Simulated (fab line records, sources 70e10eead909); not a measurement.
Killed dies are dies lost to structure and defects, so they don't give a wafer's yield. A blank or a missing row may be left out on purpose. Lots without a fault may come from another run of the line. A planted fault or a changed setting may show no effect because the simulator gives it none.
Chamber matching | flow nand_harc | NHARC_P_ZERO_WELL_DESCUM_54 on rie_diel-09: 4 sister chambers
The step chemistry O2, time 3 s. 14 wafers are shown with their chamber, then 7 later ones without.

WAFERS WITH THEIR CHAMBER
wafer  | chamber | showerhead_plenum_p_Torr (Torr) | drypump_motor_current_A (A) | oes_product_au (a.u.)
L076.2 | 2       | 2.01                            | 6.07                        | 0.989
L076.5 | 0       | 1.81                            | 5.51                        | 1.011
L076.6 | 3       | 1.96                            | 5.79                        | 0.988
L079.1 | 2       | 2.00                            | 6.02                        | 0.978
L079.4 | 1       | 2.00                            | 5.74                        | 1.008
L079.6 | 1       | 2.00                            | 5.75                        | 0.991
L080.1 | 1       | 2.00                            | 5.75                        | 1.000
L080.5 | 0       | 1.80                            | 5.51                        | 1.010
L080.6 | 3       | 1.96                            | 5.84                        | 1.007
L087.1 | 2       | 2.00                            | 6.06                        | 0.999
L087.3 | 1       | 2.00                            | 5.78                        | 1.011
L087.5 | 0       | 1.80                            | 5.51                        | 0.999
L088.1 | 1       | 2.00                            | 5.74                        | 0.989
L088.4 | 2       | 2.00                            | 6.06                        | 0.991

SIGNATURES (means of the wafers above)
reading                  | chamber 0 | chamber 1 | chamber 2 | chamber 3 | scatter within a chamber
showerhead_plenum_p_Torr | 1.8033    | 2.0000    | 2.0025    | 1.9600    | 0.00376
drypump_motor_current_A  | 5.5100    | 5.7520    | 6.0525    | 5.8150    | 0.0195
oes_product_au           | 1.00667   | 0.99980   | 0.98925   | 0.99750   | 0.00938
Rule: a wafer's distance from a chamber is the root of the sum, over the readings, of the square of ((its reading less the chamber's mean) divided by the reading's scatter). The wafer belongs to the nearest chamber; if the next one is less than 2 further off, it can't be placed. The scatter: the root of (the sum of the squares of (reading less its chamber's mean) over the shown wafers, divided by (wafers less chambers)).

WAFERS WITHOUT THEIR CHAMBER
wafer  | showerhead_plenum_p_Torr (Torr) | drypump_motor_current_A (A) | oes_product_au (a.u.)
L088.5 | 1.95                            | 5.79                        | 0.982
L096.1 | 2.00                            | 6.05                        | 1.000
L096.2 | 1.80                            | 5.50                        | 0.985
L096.6 | 2.00                            | 5.75                        | 1.000
L097.3 | 2.00                            | 6.07                        | 1.009
L097.4 | 1.80                            | 5.52                        | 1.008
L097.6 | 2.00                            | 5.74                        | 1.008

WHICH CHAMBER EACH WENT THROUGH
wafer  | from the rows above | in truth
L088.5 | 3                   | 3
L096.1 | 2                   | 2
L096.2 | 0                   | 0
L096.6 | 1                   | 1
L097.3 | 2                   | 2
L097.4 | 0                   | 0
L097.6 | 1                   | 1
Placed correctly: 7 of 7. Can't be placed from these rows: 0. Placed wrongly: 0.
